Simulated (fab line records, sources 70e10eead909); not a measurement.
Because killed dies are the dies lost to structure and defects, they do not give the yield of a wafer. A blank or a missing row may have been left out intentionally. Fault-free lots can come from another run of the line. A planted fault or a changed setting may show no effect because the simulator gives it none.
A struck lot beside a sound one | flow nandHarc | 13 steps out of a route of 1302
Sound: the wafers L858.1, L858.2, L858.4. Struck: wafers L867.1, L867.5. (L867.6 of the same lot was not struck and is left out.) The cause comes at the end.
Per side, at each step with rows, come the tool, then ch with its chambers, and then its first start. Under that, the readings that differ: sound wafers | struck wafers | difference of the means | sigmas: that difference in standard deviations of wafers without a fault.
alike: same words and numbers on both sides, and readings whose means sit less than 2 such deviations apart. not compared: any withheld reading, any reading some wafer has no value for, any bound like >300 that may hide the same value, and any number with overlapping values for which the record gives no deviation.
The two part at a step that has a row with sigmas, a row that says differs or no value, or rows on one side only. When numbers do not overlap yet have no deviation, they are printed without sigmas and do not part them. A reading that every wafer of one side lacks parts them only if that side has two wafers or more.

NHARC_A_SOURCE_PLATE_THK_MEAS_09: measures by ellipsometry.
  sound: filmMetro-02 at day 8 01:07; struck: filmMetro-02 at day 11 17:04
  alike: thkNm
then, 3 steps without rows for these wafers: NHARC_A_SOURCE_PLATE_PVD_04 (deposits WSi2, target thk 50 nm); NHARC_A_SOURCE_PLATE_CVD_03 (deposits poly-Si, target thk 200 nm, time 4000 s); NHARC_A_SOURCE_PLATE_ANNEAL_05 (time 1800 s).
NHARC_A_SOURCE_PLATE_THK_MEAS_06: measures by ellipsometry.
  sound: filmMetro-02 at day 8 13:38; struck: filmMetro-02 at day 12 06:30
  alike: thkNm
NHARC_A_SOURCE_PLATE_INSPECT_08:
  sound: defectInspect-02 at day 8 13:42; struck: defectInspect-01 at day 12 06:36
  alike: rawDefectCount
following that, 1 step holds no rows for these wafers, namely NHARC_A_ONON_D1_DEP_00 (target thickness 1000 nm).
NHARC_A_ONON_D1_THK_MEAS_02: measures by ellipsometry.
  sound: filmMetro-01 at day 8 14:17; struck: filmMetro-02 at day 12 07:11
  alike: thkNm
following that, 1 step holds no rows for these wafers, namely NHARC_A_ONON_D1_DEP_03 (target thickness 1000 nm).
NHARC_A_ONON_D1_THK_MEAS_05: measures by ellipsometry.
  sound: filmMetro-01 at day 8 14:51; struck: filmMetro-01 at day 12 07:45
  alike: thkNm
NHARC_A_ONON_D1_DEP_06: target thk 1000 nm.
  sound on pecvdOnon-03 ch 0, day 8 14:55; struck on pecvdOnon-04 ch 0, day 12 07:49
  alike: nh3FlowSccm
NHARC_A_ONON_D1_THK_MEAS_08: measures by ellipsometry.
  sound: filmMetro-01 at day 8 15:25; struck: filmMetro-01 at day 12 08:19
reading    | sound         | struck  | difference | sigmas
thkNm (nm) | 999 1000 1001 | 755 756 | -244       | -38
following that, 1 step holds no rows for these wafers, namely NHARC_A_ONON_D1_DEP_09 (target thickness 1000 nm).

WHERE THEY PART
At NHARC_A_ONON_D1_THK_MEAS_08 and nowhere else, as far as this record goes.

WHY: what had been put in by the simulator
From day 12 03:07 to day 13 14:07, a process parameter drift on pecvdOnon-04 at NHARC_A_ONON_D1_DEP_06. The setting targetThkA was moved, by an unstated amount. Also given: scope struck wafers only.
